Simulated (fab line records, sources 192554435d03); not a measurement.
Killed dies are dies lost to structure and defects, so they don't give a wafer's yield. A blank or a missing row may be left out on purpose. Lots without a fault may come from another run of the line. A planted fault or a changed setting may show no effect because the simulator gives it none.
Split-lot experiment | flow n5_finfet | 7 lots, 39 wafers read, on a route of 1938 steps

THE SPLIT
At N5_BEOL_M6_CVD_78 (deposits Co from CCTBA/H2, target thk 2 nm, time 142.3 s), the setting target_thk_a was moved away from the recipe's 20 angstrom on 15 of the 39 wafers read, by -49.3% to +52.2%. The other wafers ran this setting at the recipe's value.

The reading is taken at the split's own step.

THE READING
Co_of_BEOL_M6_CVD_78.thk_nm (the simulator's own value, which no gauge read), in nm, at N5_BEOL_M6_CVD_78 (deposits Co from CCTBA/H2, target thk 2 nm, time 142.3 s). The file gives no usual value for it. The 24 wafers here that ran the recipe average 2.0 nm, standard deviation 0.12 nm.

wafer  | tool, chamber at the split | target_thk_a as run, angstrom | against the recipe | Co_of_BEOL_M6_CVD_78.thk_nm, nm | against lot-mates on the recipe
L075.1 | cvd_co-01, 0,2             | 27.69                         | +38.5%             | 2.8                             | +0.8
L075.5 | cvd_co-01, 0,2             | 27.69                         | +38.5%             | 2.8                             | +0.8
L075.2 | cvd_co-01, 1               | 27.69                         | +38.5%             | 2.6                             | +0.6
L075.3 | cvd_co-01, 2,0,1           | 20                            | recipe             | 2                               | -
L075.4 | cvd_co-01, 2,0,1           | 20                            | recipe             | 2                               | -
L075.6 | cvd_co-01, 2,0,1           | 20                            | recipe             | 2                               | -
L084.1 | cvd_co-01, 0,2             | 30.44                         | +52.2%             | 3.2                             | +1.2
L084.5 | cvd_co-01, 0,2             | 30.44                         | +52.2%             | 3.2                             | +1.2
L084.2 | cvd_co-01, 2,0,1           | 20                            | recipe             | 2                               | -
L084.4 | cvd_co-01, 2,0,1           | 20                            | recipe             | 2                               | -
L084.6 | cvd_co-01, 2,0,1           | 20                            | recipe             | 2                               | -
L084.3 | cvd_co-01, 1               | 30.44                         | +52.2%             | 3                               | +1.0
L087.1 | cvd_co-01, 1,1,2           | 15.82                         | -20.9%             | 1.6                             | -0.5
L087.4 | cvd_co-01, 1,1,2           | 15.82                         | -20.9%             | 1.6                             | -0.5
L087.5 | cvd_co-01, 1,1,2           | 15.82                         | -20.9%             | 1.6                             | -0.5
L087.2 | cvd_co-01, 0,2             | 20                            | recipe             | 2.2                             | -
L087.3 | cvd_co-01, 0,2             | 20                            | recipe             | 2.2                             | -
L087.6 | cvd_co-01, 0               | 20                            | recipe             | 2                               | -
L091.1 | cvd_co-01, 0               | 20                            | recipe             | 2                               | -
L091.2 | cvd_co-01, 1,0             | 20                            | recipe             | 1.8                             | -
L091.6 | cvd_co-01, 1,0             | 20                            | recipe             | 1.8                             | -
L091.3 | cvd_co-01, 2               | 13.38                         | -33.1%             | 1.4                             | -0.5
L091.4 | cvd_co-01, 2               | 13.38                         | -33.1%             | 1.4                             | -0.5
L091.5 | cvd_co-01, 1               | 13.38                         | -33.1%             | 1.2                             | -0.7
L093.1 | cvd_co-02, 1,0,0           | 10.14                         | -49.3%             | 1                               | -1.0
L093.2 | cvd_co-02, 1,0,0           | 10.14                         | -49.3%             | 1                               | -1.0
L093.4 | cvd_co-02, 1,0,0           | 10.14                         | -49.3%             | 1                               | -1.0
L093.3 | cvd_co-02, 2,2,1           | 20                            | recipe             | 2                               | -
L093.5 | cvd_co-02, 2,2,1           | 20                            | recipe             | 2                               | -
L093.6 | cvd_co-02, 2,2,1           | 20                            | recipe             | 2                               | -
L095.1 | cvd_co-01, 1,0,1           | 20                            | recipe             | 1.8                             | -
L095.2 | cvd_co-01, 1,0,1           | 20                            | recipe             | 1.8                             | -
L095.5 | cvd_co-01, 1,0,1           | 20                            | recipe             | 1.8                             | -
L095.3 | cvd_co-01, 2,2,0           | 20                            | recipe             | 2                               | -
L095.4 | cvd_co-01, 2,2,0           | 20                            | recipe             | 2                               | -
L095.6 | cvd_co-01, 2,2,0           | 20                            | recipe             | 2                               | -
L097.1 | cvd_co-02, 0               | 20                            | recipe             | 1.8                             | -
L097.4 | cvd_co-02, 0               | 20                            | recipe             | 1.8                             | -
L097.5 | cvd_co-02, 1               | 20                            | recipe             | 2                               | -
Where a row lists several chambers, the file gives one row for several wafers and doesn't say which wafer went through which chamber.

THE FIT
A straight line over all 39 wafers: Co_of_BEOL_M6_CVD_78.thk_nm changes by +0.0204 nm for each +1% of target_thk_a; r = +0.98; the points scatter about the line by 0.11 nm.
The same after taking each lot's own level away (the mean of its wafers on the recipe; 39 wafers): +0.0203 nm for each +1%; r = +0.98; scatter 0.095 nm.
On that fit, the largest move of target_thk_a shifts the reading by 1.1 nm.
The lots' own levels span 1.87 to 2.13 nm, that is 2.3 times the standard deviation above.
So the lot-to-lot level changes the slope little: the two slopes agree.
Check: with one of the wafers moved furthest among these (+52.2%) left out of the fit, the line predicts +1.04 nm for it against its lot-mates. It came out at +1.2 nm against them.

OTHER SPLITS ON THESE WAFERS
These wafers also went through other splits before the reading. Each is held against what the fit with the lots' levels taken away leaves over:
other split on the same wafers             | wafers away from the commonest value | r with Co_of_BEOL_M6_CVD_78.thk_nm (lot level and that fit taken away)
N5_FIN_SAQP_MANDREL_ETCH_22 target_depth_a | 6                                    | -0.08
N5_DUMMY_GATE_DESCUM_20 time_s             | 9                                    | -0.11
N5_BEOL_M0_SAQP_CUT_ETCH_46 time_s         | 12                                   | -0.15
N5_BEOL_M2_TRENCH_ETCH_37 target_depth_a   | 12                                   | +0.11
N5_BEOL_M2_SPUTTER_94 time_s               | 12                                   | +0.20

THE FILE'S OWN FIT
Co_of_BEOL_M6_CVD_78.thk_nm changes by +0.0203 nm for each +1% of target_thk_a, r = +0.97.
